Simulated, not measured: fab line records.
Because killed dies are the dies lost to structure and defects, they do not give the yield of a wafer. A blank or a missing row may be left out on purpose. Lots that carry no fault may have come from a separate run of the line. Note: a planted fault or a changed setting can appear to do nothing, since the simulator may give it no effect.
Code-filled problem report in 8D (eight disciplines) form + flow n5_finfet + the parts of the form that need people (team, actions taken, sign-off) are left out

## 1. WHAT WENT WRONG
Mean of trench_depth_nm at N5_BEOL_M2_OCD_MEAS_38: 36.5 nm across 3 wafers in 3 lots; on wafers with no fault it is 55.5 nm (standard deviation 0.87). That puts it -22 standard deviations away from the usual mean.
The first sign was on wafer L259.1 at day 10 09:35, on ocd-01. The record holds 21 wafers of 8 lots with a number at this step. The rule behind "out" and "out of limits": a value lying over 4 standard deviations away from the usual mean. All remaining wafers that have a number are taken as sound.

## 2. WHAT IT IS; WHAT IT IS NOT
| question                    | is                     | is not                                                                                      |
|-----------------------------|------------------------|---------------------------------------------------------------------------------------------|
| which readings at this step | trench_depth_nm        | -                                                                                           |
| which lots                  | L259, L261, L264       | L251, L257, L267, L268, L269                                                                |
| which wafers of those lots  | L259.1, L261.5, L264.1 | L259.4, L261.4, L264.2                                                                      |
| read on which gauges        | ocd-01, ocd-02         | -                                                                                           |
| when                        | from day 10 09:35      | up to then (7 sound wafers); but 11 sound wafers of L261, L264, L267, L268, L269 came after |

## 3. THE SUSPECTS, EACH WITH WHAT RULES IT OUT
Counting: if a tool at a process step up to the reading ran every lot that is out, it stays a suspect. Sound lots after the first of them don't rule it out here, since some wafers of a struck lot are sound.
- the gauge at N5_BEOL_M2_OCD_MEAS_38 is ruled out. Those wafers that are out were read across 2 gauges (ocd-01, ocd-02).
- rie_diel-03 at N5_BEOL_M2_TRENCH_ETCH_37 (etches SiOC in C4F6/O2, target depth 55.555 nm, time 29.2 s): kept. Every lot that is out went through it, the first being L259 (day 10 09:25); the last sound lot it ran before that was L257 (day 9 00:47). Its own run_length_s readings are out on those wafers.
The count leaves rie_diel-03 at N5_BEOL_M2_TRENCH_ETCH_37.

## 4. THE CAUSE (what the simulator had put in)
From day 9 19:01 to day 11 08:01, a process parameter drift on rie_diel-03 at N5_BEOL_M2_TRENCH_ETCH_37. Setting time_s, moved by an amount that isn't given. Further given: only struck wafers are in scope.
After counting, this tool was the only one left.

## 5. THE EFFECT CHAIN, in route order
Each row: a reading where the mean over the struck wafers with a number is more than 3 standard deviations away from the usual. Only readings whose record carries a usual standard deviation are examined. hours: median over the lots of the time between each lot's start at the first step of this table that gives one and its start at this step. sigmas: the change, counted in usual standard deviations.
| hours | step                      | reading              | usual       | on struck wafers | change | sigmas |
|-------|---------------------------|----------------------|-------------|------------------|--------|--------|
| 0     | N5_BEOL_M2_TRENCH_ETCH_37 | run_length_s         | 52.2 s      | 42.5             | -9.7   | -17    |
| 0     | N5_BEOL_M2_OCD_MEAS_38    | trench_depth_nm      | 55.5 nm     | 36.5             | -19.0  | -22    |
| 4     | N5_BEOL_M2_THK_MEAS_53    | M2_THK               | 40.0 nm     | 21.1             | -18.9  | -14    |
| 5     | N5_BEOL_M2_RS_MEAS_58     | M2_RS                | 0.68 ohm/sq | 1.59             | +0.91  | +28    |
| 32    | N5_BEOL_M4_RC_MEAS_101    | SERP_M2              | 199 ohm/um  | 423              | +224   | +16    |
| 32    | N5_BEOL_M4_RC_MEAS_101    | SERP_M2_max_site     | 214 ohm/um  | 458              | +244   | +17    |
| 146   | N5_PASSIVATION_PROBE_49   | defect_limited_yield | 91.2 %      | 76.1             | -15.1  | -10    |
| 146   | N5_PASSIVATION_PROBE_49   | killed_at_M0_to_M3   | 32          | 206              | +174   | +18    |
| 146   | N5_PASSIVATION_PROBE_49   | killed_dies          | 103         | 282              | +179   | +11    |
| 146   | N5_PASSIVATION_PROBE_49   | killed_on_rim        | 14          | 42               | +28    | +6.4   |
| 146   | N5_PASSIVATION_PROBE_49   | sort_n_pass          | 1077        | 898              | -179   | -11    |
Here are the process steps it includes:
- N5_BEOL_M2_TRENCH_ETCH_37: etches SiOC in C4F6/O2, target depth 55.555 nm, time 29.2 s.
- N5_PASSIVATION_PROBE_49

## 6. HOW IT WOULD HAVE BEEN CAUGHT EARLIER
The first out-of-limits reading at a measuring or inspecting step in this record came at day 10 09:35, 15 hours after the fault's start at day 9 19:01.
At N5_BEOL_M2_TRENCH_ETCH_37, the tool's own readings (run_length_s) were out on each struck wafer the step has a row for, so an alarm limit on them would have fired on the first such wafer.
L261, L264, from the lots that are out (3), started N5_BEOL_M2_TRENCH_ETCH_37 on rie_diel-03 later than day 10 09:35. A hold on the tool at that time would have spared those 2.
